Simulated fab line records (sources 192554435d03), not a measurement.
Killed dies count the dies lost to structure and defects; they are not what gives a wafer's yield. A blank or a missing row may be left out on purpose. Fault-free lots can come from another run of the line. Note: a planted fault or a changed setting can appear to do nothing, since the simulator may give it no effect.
One fault through the eyes of 2 desks | flow n5-finfet | numbers are kept per desk, each desk with only its own; the story behind them comes last

FROM THE METROLOGY DESK
Lot by lot, what the gauges showed, no matter which tool ran the lot: averages of those sampled wafers that carry a number. Any lot whose mean is over 4 standard deviations away from the usual mean is out of limits and marked OUT; that distance is given in the brackets. Only the readings that lie furthest out on some lot appear, 7 of the 10 it has.
Columns: A = DIBL_P at N5_BEOL_M4_RC_MEAS_101, usual 37.1 mV/V; B = IOFF_P at N5_BEOL_M4_RC_MEAS_101, usual 0.22 nA/um; C = ION_N at N5_BEOL_M4_RC_MEAS_101, usual 672 uA/um; D = ION_P at N5_BEOL_M4_RC_MEAS_101, usual 460 uA/um; E = SS_N at N5_BEOL_M4_RC_MEAS_101, usual 71.6 mV/dec; F = VT_N at N5_BEOL_M4_RC_MEAS_101, usual 249 mV; G = VT_P at N5_BEOL_M4_RC_MEAS_101, usual -250 mV
lot  | first seen here | A    | B    | C   | D   | E    | F   | G
L890 | day 7 22:00     | 36.8 | 0.22 | 666 | 460 | 71.3 | 251 | -249
L892 | day 8 07:02     | 38.0 | 0.20 | 691 | 463 | 71.7 | 248 | -251
L891 | day 8 09:48     | 35.0 | 0.18 | 653 | 446 | 72.2 | 256 | -256
L893 | day 8 11:29     | 39.7 | 0.27 | 683 | 468 | 72.1 | 245 | -247
L895 | day 8 18:54     | 35.8 | 0.19 | 665 | 454 | 71.6 | 251 | -254
L894 | day 9 05:04     | 35.4 | 0.20 | 671 | 454 | 71.1 | 248 | -251
L900 | day 10 10:10    | 35.5 | 0.18 | 660 | 448 | 71.2 | 254 | -254
L903 | day 11 14:58    | 36.4 | 0.24 | 681 | 476 | 71.4 | 249 | -245
L911 | day 13 15:09    | 35.7 | 0.18 | 666 | 452 | 72.0 | 252 | -254
This desk's verdict: no lot among the 9 shows anything out of limits.

TOOL OWNER'S DESK, ald-metal-04
The tool's own readings at N5_BEOL_M5_ALD_86 (deposits TaN, pulse time 2 s, purge time 3 s, co reactant purge time 2 s): means of the sampled wafers that have a number, for each lot that ran on this tool. Any lot whose mean is over 4 standard deviations away from the usual mean is out of limits and marked OUT; that distance is given in the brackets.
Columns: A = heater-power-w at N5_BEOL_M5_ALD_86, usual 432 W
lot  | first seen here | A
L890 | day 8 06:00     | 450
L891 | day 8 15:03     | 441
L893 | day 8 18:53     | 434
L895 | day 9 01:39     | 432
L900 | day 10 18:21    | 446
L903 | day 11 22:05    | 428
This desk's verdict: no lot among the 6 shows anything out of limits.

BROUGHT TOGETHER
From the metrology desk's view, nothing was out of limits.
Nothing out of limits was seen by the tool owner's desk.

WHAT THE SIMULATOR HAD INSERTED
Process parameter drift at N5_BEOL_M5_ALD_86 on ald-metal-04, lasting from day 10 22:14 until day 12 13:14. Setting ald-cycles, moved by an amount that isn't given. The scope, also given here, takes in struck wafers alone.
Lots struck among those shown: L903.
